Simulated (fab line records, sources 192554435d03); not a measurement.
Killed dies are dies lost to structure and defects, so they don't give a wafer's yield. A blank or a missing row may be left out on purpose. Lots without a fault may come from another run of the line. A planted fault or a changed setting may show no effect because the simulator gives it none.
fab line records | flow n5_finfet | part 2 of 2: steps 4 to 6 of 6
record lots=21 wafers=63 last_day=18
route steps=1938 shown BEOL_M7@1284 BEOL_M8@1333
lots that met no fault: from a run of the same line without faults
start_h: hours from the record's first day to the start of the lot's first wafer shown | wait_h: hours since the lot's step before | " the same as in the row above | L1.1+2: a row that stands for several wafers | - no value, or no start given | * or withheld: withheld | < > ~ a bound
route shown NAME@n: a module of which the file shows steps, and the number in the route of the first | usual: mean/standard deviation of fault-free wafers | same: alike in all rows | chamber/n: place in a boat | sites: the reading at each site | _std_site: their standard deviation | _edge_site: outer sites' mean less inner sites' | radius_mm: how far each site lies from the wafer's centre | mask NAME#n: copy n | behind: the tool/chamber that last shaped the wafer | hold: why the lot was held/for how many hours/how that ended | device: the transistor (n, p or np) that didn't switch | end of line: the same wafers' tests at the end of the route | a step without rows: its recipe alone | killed: dies lost to structure and defects at the first sort, not the wafer's yield | map: a wafer's dies, x killed, . not, _ none there
set.NAME: the setting as run; set.NAME@STEP: as run at that earlier step | model.NAME: the simulator's own value behind a step, which no gauge read
steps of the route over a sample of lots; a table a step, a row a wafer
services: from which hour (start_h, from the record's first day; less than 0 if before it) a tool's chamber was out of use, for how many hours, and why
## steps
# step N5_BEOL_M7_STRIP_80
# recipe chemistry=N2/H2 time_s=10 power_w=450 temp_c=40 pressure_mtorr=20 rf_frequency_hz=6e+07 bias_power_w=7 n2_flow_sccm=200 h2_flow_sccm=200
# usual drypump_motor_current_A=5.5/0.46 oes_product_au=0.80/0.081 rf_vpp_V=59.1/0.78 showerhead_plenum_p_Torr=2.53/0.076 throttle_valve_pct=23.7/0.4
# columns lot.wafer tool chamber start_h wait_h drypump_motor_current_A oes_product_au rf_hours_counter_h rf_vpp_V showerhead_plenum_p_Torr throttle_valve_pct
L074.1 rie_diel-04 1 - - 5.4 0.71 191 57.7 2.51 23.8
L074.2 " 0 " " 5.6 0.92 21 58.5 2.49 23.7
L074.3 " 2 " " 5.2 0.88 38 58.2 2.59 23.8
L076.1 rie_diel-05 1 - - 5.8 0.82 100 58.8 2.55 23.4
L076.4 " 0 " " 5.1 0.77 129 59.4 2.45 24.1
L076.6 " 3 " " 5.7 0.66 - 59.5 2.62 23.5
L075.1 rie_diel-06 2 - - 5.6 0.77 132 59.9 2.45 24.1
L075.3 " 1 " " 6.3 0.87 33 59.3 2.68 23.2
L075.4 " 3 " " 4.8 0.86 43 59.7 2.49 23.6
L077.2 rie_diel-05 2 - - 5.8 0.83 70 60.9 2.57 23.4
L077.4 " 1 " " 5.8 0.81 102 59.8 2.55 23.4
L077.6 " 1 " " 5.8 0.80 - 59.1 2.55 23.4
L078.1 rie_diel-06 3 - - 4.8 0.85 46 59.0 2.49 23.6
L078.3 " 1 " " 6.3 0.87 37 59.5 2.68 23.2
L078.4 " 0 " " 5.0 0.69 235 58.9 2.53 24.4
L079.2 rie_diel-05 2 - - 5.8 0.83 73 59.2 2.56 23.4
L079.3 " 3 " " 5.6 0.66 229 59.2 2.61 23.5
L079.6 " 1 " " 5.8 0.81 - 59.2 2.55 23.4
L081.4 rie_diel-05 3 - - 5.7 0.67 232 59.4 2.61 23.6
L081.5 " 1 " " 5.8 0.81 - 59.3 2.55 23.4
L081.6 " 0 " " 5.1 0.76 - 57.7 2.45 24.2
L080.1 rie_diel-06 3 - - 4.8 0.85 51 58.1 2.49 23.6
L080.3 " 0 " " 5.0 0.68 240 58.1 2.52 24.4
L080.6 " 2 " " 5.6 0.77 - 59.6 2.44 24.1
L082.1 rie_diel-06 0 - - 5.0 0.68 243 58.6 2.52 24.4
L082.5 " 3 " " 4.8 0.86 - 58.2 2.49 23.6
L082.6 " 2 " " 5.6 0.76 - 58.7 2.44 24.1
L083.2 rie_diel-05 3 - - 5.7 0.66 236 59.0 2.61 23.6
L083.4 " 1 " " 5.8 0.79 112 58.3 2.55 23.4
L083.6 " 3 " " 5.6 0.66 - 59.0 2.61 23.5
L084.1 rie_diel-05 2 - - 5.9 0.81 83 60.0 2.56 23.4
L084.3 " 0 " " 5.2 0.75 144 58.9 2.45 24.1
L084.4 " 3 " " 5.6 0.66 239 58.2 2.61 23.6
L085.1 rie_diel-06 2 - - 5.7 0.76 148 57.9 2.44 24.1
L085.3 " 3 " " 4.8 0.85 58 59.4 2.49 23.6
L085.5 " 1 " " 6.3 0.85 - 59.3 2.68 23.2
L087.2 rie_diel-05 0 - - 5.2 0.74 148 59.6 2.44 24.2
L087.5 " 2 " " 5.8 0.81 - 60.9 2.56 23.4
L087.6 " 1 " " 5.8 0.79 - 59.8 2.54 23.4
L088.1 rie_diel-04 2 - - 5.2 0.84 61 59.9 2.58 23.9
L088.3 " 1 " " 5.4 0.69 214 59.0 2.50 23.9
L088.5 " 0 " " 5.6 0.87 - 58.2 2.49 23.7
L090.1 rie_diel-06 1 - - 6.3 0.82 62 60.2 2.67 23.2
L090.5 " 2 " " 5.6 0.74 - 59.3 2.43 24.1
L090.6 " 3 " " 4.8 0.84 - 60.1 2.48 23.6
L089.1 rie_diel-05 1 - - 5.8 0.79 125 57.8 2.54 23.4
L089.2 " 2 " " 5.8 0.81 91 60.2 2.56 23.4
L089.6 " 0 " " 5.2 0.74 - 58.5 2.44 24.1
L092.1 rie_diel-06 2 - - 5.6 0.75 164 59.5 2.43 24.1
L092.3 " 1 " " 6.3 0.83 67 59.3 2.67 23.2
L092.4 " 0 " " 5.0 0.97 3 59.3 2.52 24.2
L095.3 rie_diel-06 1 - - 6.3 0.82 71 60.6 2.67 23.2
L095.4 " 2 " " 5.6 0.74 169 58.5 2.43 24.1
L095.6 " 2 " " 5.7 0.73 - 57.0 2.43 24.1
L091.1 rie_diel-06 1 - - 6.3 0.82 72 58.2 2.67 23.3
L091.5 " 2 " " 5.6 0.74 - 58.3 2.43 24.1
L091.6 " 1 " " 6.3 0.82 - 59.4 2.67 23.3
L094.2 rie_diel-06 2 - - 5.6 0.73 172 60.0 2.43 24.2
L094.4 " 3 " " 4.8 0.82 82 58.5 2.48 23.6
L094.6 " 1 " " 6.3 0.82 - 59.4 2.67 23.3
L096.1 rie_diel-05 2 - - 5.8 0.80 108 58.9 2.55 23.5
L096.5 " 2 " " 5.8 0.80 - 59.0 2.55 23.5
L096.6 " 3 " " 5.7 0.96 - 60.6 2.60 23.1
# step N5_BEOL_M8_CURE_74
# recipe temp_c=385 time_s=240 ambient=He/Ar material=SiCOH_lowk
# usual lamp_power_pct=52.32/0.054 wafer_temp_C_max=386.5/0.48
# columns lot.wafer tool chamber start_h wait_h lamp_power_pct wafer_temp_C_max
L074.1 uv_cure-02 1 197.72 0.0 52.28 386.7
L074.2 " 1 " " 52.37 387.0
L074.3 " 1 " " 52.34 386.9
L076.1 uv_cure-02 2 202.05 0.2 52.32 387.0
L076.4 " 2 " " 52.24 387.1
L076.6 " 2 " " 52.49 386.4
L075.1 uv_cure-03 2 209.48 0.2 52.31 386.5
L075.3 " 2 " " 52.34 386.5
L075.4 " 2 " " 52.27 386.6
L077.2 uv_cure-03 0 213.12 0.1 52.33 385.8
L077.4 " 0 " " 52.37 386.3
L077.6 " 0 " " 52.36 385.4
L078.1 uv_cure-01 0 223.05 0.1 52.45 386.0
L078.3 " 0 " " 52.25 386.2
L078.4 " 0 " " 52.34 385.8
L079.2 uv_cure-02 2 231.44 0.1 52.43 387.1
L079.3 " 2 " " 52.25 386.7
L079.6 " 2 " " 52.34 386.8
L081.4 uv_cure-03 2 238.61 0.3 52.32 386.6
L081.5 " 2 " " 52.28 386.7
L081.6 " 2 " " 52.27 386.3
L080.1 uv_cure-02 1 240.31 0.0 52.41 387.3
L080.3 " 1 " " 52.31 387.2
L080.6 " 1 " " 52.34 386.7
L082.1 uv_cure-01 0 245.59 0.0 52.22 386.6
L082.5 " 0 " " 52.34 386.0
L082.6 " 0 " " 52.33 386.3
L083.2 uv_cure-03 1 251.41 0.4 52.26 387.3
L083.4 " 1 " " 52.39 387.2
L083.6 " 1 " " 52.33 388.0
L084.1 uv_cure-02 2 258.48 0.1 52.24 387.0
L084.3 " 2 " " 52.32 387.4
L084.4 " 2 " " 52.26 386.7
L085.1 uv_cure-03 2 260.05 0.0 52.39 386.4
L085.3 " 2 " " 52.34 387.3
L085.5 " 2 " " 52.29 387.0
L087.2 uv_cure-03 1 271.99 0.4 52.34 387.1
L087.5 " 1 " " 52.32 386.9
L087.6 " 1 " " 52.33 386.9
L088.1 uv_cure-03 0 276.27 0.3 52.36 386.1
L088.3 " 0 " " 52.33 385.7
L088.5 " 0 " " 52.31 386.0
L090.1 uv_cure-03 0 290.03 0.0 52.44 385.4
L090.5 " 0 " " 52.36 385.6
L090.6 " 0 " " 52.14 386.0
L089.1 uv_cure-02 1 296.72 0.0 52.35 386.6
L089.2 " 1 " " 52.33 386.4
L089.6 " 1 " " 52.36 386.0
L092.1 uv_cure-01 0 307.57 0.1 52.35 385.8
L092.3 " 0 " " 52.29 385.9
L092.4 " 0 " " 52.38 386.1
L095.3 uv_cure-02 1 324.10 0.5 52.36 386.3
L095.4 " 1 " " 52.29 387.1
L095.6 " 1 " " 52.37 386.6
L091.1 uv_cure-01 0 326.54 0.0 52.31 386.3
L091.5 " 0 " " 52.32 386.2
L091.6 " 0 " " 52.25 385.8
L094.2 uv_cure-01 0 331.73 0.2 52.25 386.4
L094.4 " 0 " " 52.35 386.4
L094.6 " 0 " " 52.30 386.5
L096.1 uv_cure-02 2 340.70 0.0 52.27 387.5
L096.5 " 2 " " 52.28 386.8
L096.6 " 2 " " 52.30 386.8
# step N5_BEOL_M8_HM_OPEN_17
# recipe chemistry=Cl2/BCl3 target_depth_a=200 overetch_a=60 target=TiN mask_material=SOC ion_energy_ev=150 pressure_mtorr=10 icp_w=1000 bias_w=126 Cl2_flow_sccm=53.25 bcl3_flow_sccm=21.75 Ar_flow_sccm=25
# usual drypump_motor_current_A=5.8/0.35 mfc_ar_sccm=25.01/0.075 oes_product_au=0.72/0.092 throttle_valve_pct=22.05/0.17
# columns lot.wafer tool chamber start_h wait_h drypump_motor_current_A mfc_ar_sccm oes_product_au rf_hours_counter_h throttle_valve_pct
L074.1 rie_metal-02 0 200.60 0.0 5.2 24.95 0.79 5 21.88
L074.2 " 1 " " 6.3 24.93 0.79 7 22.00
L074.3 " 0 " " 5.2 25.07 0.79 - 21.90
L076.1 rie_metal-01 1 204.00 0.0 5.8 24.92 0.75 17 22.08
L076.4 " 0 " " 6.1 24.94 0.53 - 21.77
L076.6 " 0 " " 6.1 24.97 0.53 - 21.77
L075.1 rie_metal-03 0 211.36 0.0 5.6 25.27 0.57 87 22.29
L075.3 " 0 " " 5.6 25.13 0.57 - 22.27
L075.4 " 1 " " 5.7 24.92 0.84 - 22.06
L077.2 rie_metal-01 1 217.14 0.1 5.7 24.99 0.73 - 22.08
L077.4 " 1 " " 5.7 25.05 0.73 - 22.09
L077.6 " 1 " " 5.7 24.95 0.73 - 22.08
L078.1 rie_metal-03 0 225.79 0.0 5.6 25.09 0.57 88 22.31
L078.3 " 1 " " 5.8 25.09 0.84 - 22.05
L078.4 " 0 " " 5.6 25.17 0.57 - 22.29
L079.2 rie_metal-02 0 232.97 0.0 5.2 24.91 0.77 6 21.90
L079.3 " 0 " " 5.2 24.95 0.77 - 21.91
L079.6 " 0 " " 5.2 24.96 0.77 - 21.88
L081.4 rie_metal-03 0 240.79 0.1 5.6 25.09 0.56 - 22.30
L081.5 " 0 " " 5.6 25.08 0.57 - 22.30
L081.6 " 1 " " 5.8 24.89 0.82 - 22.05
L080.1 rie_metal-03 0 242.46 0.0 5.6 24.97 0.57 90 22.28
L080.3 " 1 " " 5.8 24.98 0.82 - 22.05
L080.6 " 0 " " 5.6 25.02 0.57 - 22.27
L082.1 rie_metal-03 1 249.30 0.1 5.7 25.21 0.82 4 22.05
L082.5 " 0 " " 5.6 25.11 0.56 - 22.30
L082.6 " 1 " " 5.7 25.09 0.81 - 22.05
L083.2 rie_metal-02 0 253.39 0.0 5.2 25.14 0.75 9 21.90
L083.4 " 0 " " 5.2 24.95 0.76 - 21.91
L083.6 " 0 " " 5.2 25.08 0.76 - 21.89
L084.1 rie_metal-02 1 262.17 0.0 6.3 25.03 0.74 15 22.02
L084.3 " 1 " " 6.3 25.08 0.74 - 22.04
L084.4 " 1 " " 6.3 24.91 0.73 - 22.02
L085.1 rie_metal-02 1 262.57 0.0 6.3 25.07 0.75 15 22.03
L085.3 " 1 " " 6.3 24.99 0.74 - 22.04
L085.5 " 1 " " 6.3 25.08 0.74 - 22.01
L087.2 rie_metal-01 1 274.84 0.0 5.7 25.06 0.71 24 22.10
L087.5 " 0 " " 6.0 25.03 0.81 - 21.67
L087.6 " 1 " " 5.7 24.86 0.70 - 22.12
L088.1 rie_metal-02 0 281.72 0.0 5.2 24.98 0.75 9 21.92
L088.3 " 0 " " 5.2 25.00 0.76 - 21.92
L088.5 " 0 " " 5.2 25.01 0.75 - 21.91
L090.1 rie_metal-02 1 291.96 0.0 6.3 25.05 0.74 19 22.01
L090.5 " 0 " " 5.2 25.03 0.77 - 21.89
L090.6 " 1 " " 6.3 25.09 0.74 - 22.01
L089.1 rie_metal-01 1 299.48 0.0 5.7 25.04 0.70 26 22.10
L089.2 " 0 " " 6.1 25.07 0.80 6 21.65
L089.6 " 0 " " 6.0 24.98 0.80 - 21.65
L092.1 rie_metal-03 0 310.86 0.0 5.6 24.98 0.57 95 22.32
L092.3 " 1 " " 5.8 24.97 0.79 - 22.08
L092.4 " 0 " " 5.6 25.01 0.55 - 22.32
L095.3 rie_metal-03 0 326.45 0.1 5.6 24.77 0.55 - 22.33
L095.4 " 1 " " 5.7 24.92 0.76 - 22.09
L095.6 " 1 " " 5.8 25.06 0.77 - 22.08
L091.1 rie_metal-03 1 328.33 0.0 5.8 25.05 0.77 10 22.09
L091.5 " 1 " " 5.8 25.08 0.78 - 22.08
L091.6 " 0 " " 5.6 25.05 0.55 - 22.31
L094.2 rie_metal-02 0 333.44 0.0 5.2 25.03 0.74 14 21.92
L094.4 " 1 " " 6.3 24.99 0.71 - 22.05
L094.6 " 0 " " 5.2 25.01 0.73 - 21.92
L096.1 rie_metal-03 0 342.71 0.1 5.6 24.97 0.55 98 22.30
L096.5 " 1 " " 5.7 24.97 0.76 - 22.09
L096.6 " 0 " " 5.6 24.95 0.55 - 22.33
## services
# columns tool chamber start_h hours kind
uv_cure-03 - 185.69 22.2 pm
rie_diel-05 - 199.23 2.8 pm
rie_metal-02 0 207.50 13.4 repair
uv_cure-03 - 220.47 1.2 repair
rie_metal-03 - 243.62 1.0 repair
uv_cure-01 - 256.24 22.2 pm
rie_diel-06 0 261.52 - clean
rie_diel-06 0 261.52 - consumable_replace:focus_ring
rie_diel-06 0 261.52 27.6 scheduled_down
rie_diel-06 0 261.52 27.6 vent_cycle
uv_cure-02 - 267.26 2.1 pm
rie_diel-05 2 268.41 8.9 repair
rie_diel-04 0 281.69 8.8 repair
rie_metal-02 1 284.88 5.2 repair
rie_diel-05 3 295.09 - clean
rie_diel-05 3 295.09 - consumable_replace:focus_ring
rie_diel-05 3 295.09 17.3 scheduled_down
rie_diel-05 3 295.09 17.3 vent_cycle
rie_diel-06 3 296.55 2.8 repair
uv_cure-03 - 306.76 28.1 pm
rie_diel-05 1 307.24 4.8 repair
rie_metal-02 1 336.28 8.6 repair
uv_cure-01 - 338.17 2.1 pm
rie_diel-06 1 338.64 6.6 repair
